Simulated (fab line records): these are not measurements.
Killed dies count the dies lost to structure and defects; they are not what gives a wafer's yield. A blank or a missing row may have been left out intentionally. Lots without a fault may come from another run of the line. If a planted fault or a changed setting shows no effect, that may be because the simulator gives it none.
3 desks, one fault :: flow nand_harc :: numbers are kept per desk, each desk with only its own; the story behind them comes last

## DESK OF THE TOOL OWNER: rie_diel-04
The tool's own readings at NHARC_A_ZERO_WELL_ETCH_19 (etches the open film in N2/H2, target depth 80 nm, overetch 24 nm, time 87.88 s): means of the sampled wafers that have a number, for each lot that ran on this tool. Marked OUT: a lot whose mean sits more than 4 standard deviations from the usual mean, which makes it out of limits; the brackets give that distance.
Columns: A = drypump_motor_current_A at NHARC_A_ZERO_WELL_ETCH_19, usual 5.69 A; B = mfc_ar_sccm at NHARC_A_ZERO_WELL_ETCH_19, usual 0.006 sccm; C = oes_product_au at NHARC_A_ZERO_WELL_ETCH_19, usual 1.001 a.u.; D = rf_vpp_V at NHARC_A_ZERO_WELL_ETCH_19, usual 430.7 V; E = showerhead_plenum_p_Torr at NHARC_A_ZERO_WELL_ETCH_19, usual 2.05 Torr; F = throttle_valve_pct at NHARC_A_ZERO_WELL_ETCH_19, usual 14.172 %
lot: L765
first seen here: day 6 19:26
A: 5.67
B: 0.004
C: 0.993
D: 430.6
E: 2.06
F: 14.159

lot: L772
first seen here: day 9 14:28
A: 5.66
B: 0.004
C: 1.003
D: 430.7
E: 2.06
F: 14.170

lot: L778
first seen here: day 12 02:37
A: 5.60
B: 0.004
C: 1.006
D: 430.5
E: 2.04
F: 14.168

lot: L779
first seen here: day 13 04:39
A: 5.52
B: 0.005
C: 1.007
D: 433.5
E: 2.11
F: 14.176

lot: L786
first seen here: day 15 10:49
A: 5.58
B: 0.005
C: 1.008
D: 433.0
E: 2.13
F: 14.179

lot: L788
first seen here: day 16 04:39
A: 5.57
B: 0.007
C: 0.994
D: 432.7
E: 2.13
F: 14.171
This desk's verdict: no lot among the 6 shows anything out of limits.

## THE DEFECT DESK
What the inspections along the route counted, lot by lot: means of the sampled wafers that have a number. Marked OUT: a lot whose mean sits more than 4 standard deviations from the usual mean, which makes it out of limits; the brackets give that distance.
Columns: A = raw_defect_count at NHARC_P_BONDPAD_INSPECT_23, usual 333; B = raw_defect_count at NHARC_A_ZERO_WELL_INSPECT_17, usual 10; C = raw_defect_count at NHARC_A_SOURCE_PLATE_INSPECT_08, usual 55
lot: L765
first seen here: day 6 17:51
A: 452
B: 19
C: 75

lot: L767
first seen here: day 7 11:01
A: 410
B: 17
C: 50

lot: L769
first seen here: day 8 13:59
A: 298
B: 6
C: 46

lot: L771
first seen here: day 9 12:40
A: 249
B: 6
C: 63

lot: L772
first seen here: day 9 12:54
A: 326
B: 12
C: 41

lot: L777
first seen here: day 11 10:20
A: 307
B: 9
C: 53

lot: L778
first seen here: day 12 01:08
A: 256
B: 16
C: 54

lot: L779
first seen here: day 13 03:06
A: 333
B: 9
C: 30

lot: L786
first seen here: day 15 09:15
A: 325
B: 315 (+53) OUT
C: 350 (+13) OUT

lot: L787
first seen here: day 16 00:28
A: 315
B: 4
C: 39

lot: L788
first seen here: day 16 03:11
A: 412
B: 301 (+50) OUT
C: 320 (+12) OUT
This desk's verdict: out of limits on L786, L788, starting with L786 at day 15 12:01 (raw_defect_count at NHARC_A_ZERO_WELL_INSPECT_17). Within limits: L765, L767, L769, L771, L772, L777, L778, L779, L787.

## THE METROLOGY DESK
Means of the sampled wafers that have a number, per lot and without regard to the tool the lot ran on: this is what the gauges read. Marked OUT: a lot whose mean sits more than 4 standard deviations from the usual mean, which makes it out of limits; the brackets give that distance.
Columns: A = cd_nm at NHARC_A_ZERO_WELL_CD_MEAS_10, usual 1999.6 nm
lot: L765
first seen here: day 6 19:09
A: 1999.2

lot: L767
first seen here: day 7 12:20
A: 1999.2

lot: L769
first seen here: day 8 15:11
A: 1999.4

lot: L771
first seen here: day 9 13:59
A: 2000.5

lot: L772
first seen here: day 9 14:12
A: 2000.4

lot: L777
first seen here: day 11 11:31
A: 1998.0

lot: L778
first seen here: day 12 02:22
A: 1999.6

lot: L779
first seen here: day 13 04:24
A: 1998.3

lot: L786
first seen here: day 15 10:34
A: 1999.5

lot: L787
first seen here: day 16 01:46
A: 2000.6

lot: L788
first seen here: day 16 04:24
A: 1999.2
This desk's verdict: no lot among the 11 shows anything out of limits.

## BROUGHT TOGETHER
The defect desk could have raised an alarm at day 15 12:01, on L786, L788.
Nothing out of limits was seen by the tool owner's desk.
At the metrology desk, nothing out of limits was observed.
The tool owner's desk has L786, L788 on record, within its limits.
The metrology desk holds a record of L786, L788, inside its limits.
Of the lots named, all ran NHARC_A_ZERO_WELL_ETCH_19 on rie_diel-04.

## WHAT THE SIMULATOR PUT IN
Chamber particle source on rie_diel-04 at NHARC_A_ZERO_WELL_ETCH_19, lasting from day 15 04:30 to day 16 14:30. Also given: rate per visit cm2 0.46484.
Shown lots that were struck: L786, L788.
Hours from the fault's start to each desk's first reading out of limits: the defect desk, 8.
